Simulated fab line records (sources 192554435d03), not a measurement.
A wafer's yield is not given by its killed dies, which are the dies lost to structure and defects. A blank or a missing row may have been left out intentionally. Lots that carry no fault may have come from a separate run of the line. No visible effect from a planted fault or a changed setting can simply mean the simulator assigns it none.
Chamber matching / flow n5-finfet / rie-diel-05 running N5_BEOL_M10_STRIP_19: 4 sister chambers
The step strips in O2. 4 wafers are shown with their chamber, then 7 later ones without.

== EACH WAFER AND ITS CHAMBER ==
wafer=L083.2; chamber=2; drypump-motor-current-A (A)=5.1
wafer=L089.3; chamber=0; drypump-motor-current-A (A)=5.1
wafer=L093.1; chamber=1; drypump-motor-current-A (A)=6.0
wafer=L093.3; chamber=3; drypump-motor-current-A (A)=5.8

== WAFERS WITH NO CHAMBER GIVEN ==
wafer=L093.4; drypump-motor-current-A (A)=5.2
wafer=L094.1; drypump-motor-current-A (A)=5.1
wafer=L094.5; drypump-motor-current-A (A)=5.1
wafer=L094.6; drypump-motor-current-A (A)=6.0
wafer=L095.2; drypump-motor-current-A (A)=5.1
wafer=L095.5; drypump-motor-current-A (A)=5.8
wafer=L095.6; drypump-motor-current-A (A)=5.1

== WHICH CHAMBER EACH WENT THROUGH ==
wafer=L093.4; from the rows above=can't be placed: 0 or 2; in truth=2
wafer=L094.1; from the rows above=can't be placed: 0 or 2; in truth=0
wafer=L094.5; from the rows above=can't be placed: 0 or 2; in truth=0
wafer=L094.6; from the rows above=1; in truth=1
wafer=L095.2; from the rows above=can't be placed: 0 or 2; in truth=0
wafer=L095.5; from the rows above=3; in truth=3
wafer=L095.6; from the rows above=can't be placed: 0 or 2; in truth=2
Correct placement for 2 of the 7. These rows do not allow placing 5 (true chamber among the candidates in 5). Wrongly placed: 0.
How it was worked out, from the rows above alone: a wafer's distance from a chamber is the root of the sum, over the readings, of the square of ((its reading less the chamber's mean) divided by the reading's scatter). The wafer belongs to the nearest chamber; if the next one is less than 2 further off, it can't be placed. For every chamber, the mean is computed from those of its wafers that are shown. The scatter: root of mean squared gap, hidden wafer to nearest shown wafer, with one shown wafer a chamber.
